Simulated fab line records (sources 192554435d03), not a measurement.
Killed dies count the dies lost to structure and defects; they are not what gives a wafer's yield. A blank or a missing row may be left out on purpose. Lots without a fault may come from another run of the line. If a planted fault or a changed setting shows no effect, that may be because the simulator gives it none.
Chamber matching | flow n5-finfet | 3 sister chambers for N5_BEOL_M6_ILD_DEP_00 on pecvd-02
The step deposits SiCOH lowk from DEMS/porogen, target thk 179.75 nm, time 33.4 s. 3 wafers are shown with their chamber, then 8 later ones without.

## WAFERS WITH THEIR CHAMBER
wafer  | chamber | throttle-valve-pct (%)
L091.4 | 0       | 14.1
L091.6 | 2       | 12.8
L092.4 | 1       | 14.5

## WAFERS WITHOUT THEIR CHAMBER
wafer  | throttle-valve-pct (%)
L092.5 | 12.9
L092.6 | 14.3
L093.1 | 14.7
L093.4 | 14.7
L093.6 | 12.8
L097.1 | 13.4
L097.3 | 14.2
L097.6 | 13.2

## CHAMBER TAKEN BY EACH
wafer  | from the rows above          | in truth
L092.5 | 2                            | 2
L092.6 | can't be placed: 1 or 0      | 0
L093.1 | can't be placed: 1 or 0      | 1
L093.4 | can't be placed: 1 or 0      | 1
L093.6 | 2                            | 2
L097.1 | can't be placed: 2 or 0 or 1 | 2
L097.3 | can't be placed: 0 or 1      | 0
L097.6 | can't be placed: 2 or 0      | 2
Correctly placed: 2 of 8. From these rows, 6 cannot be placed; in 6 the true chamber is one of the candidates. Placed wrongly: 0.
How it was worked out, from the rows above alone: a wafer's distance from a chamber is the root of the sum, over the readings, of the square of ((its reading less the chamber's mean) divided by the reading's scatter). The wafer belongs to the nearest chamber; if the next one is less than 2 further off, it can't be placed. For every chamber, the mean is computed from those of its wafers that are shown. The scatter (one wafer shown for each chamber): square how far every hidden wafer sits from the nearest shown wafer, average those squares and take the square root.
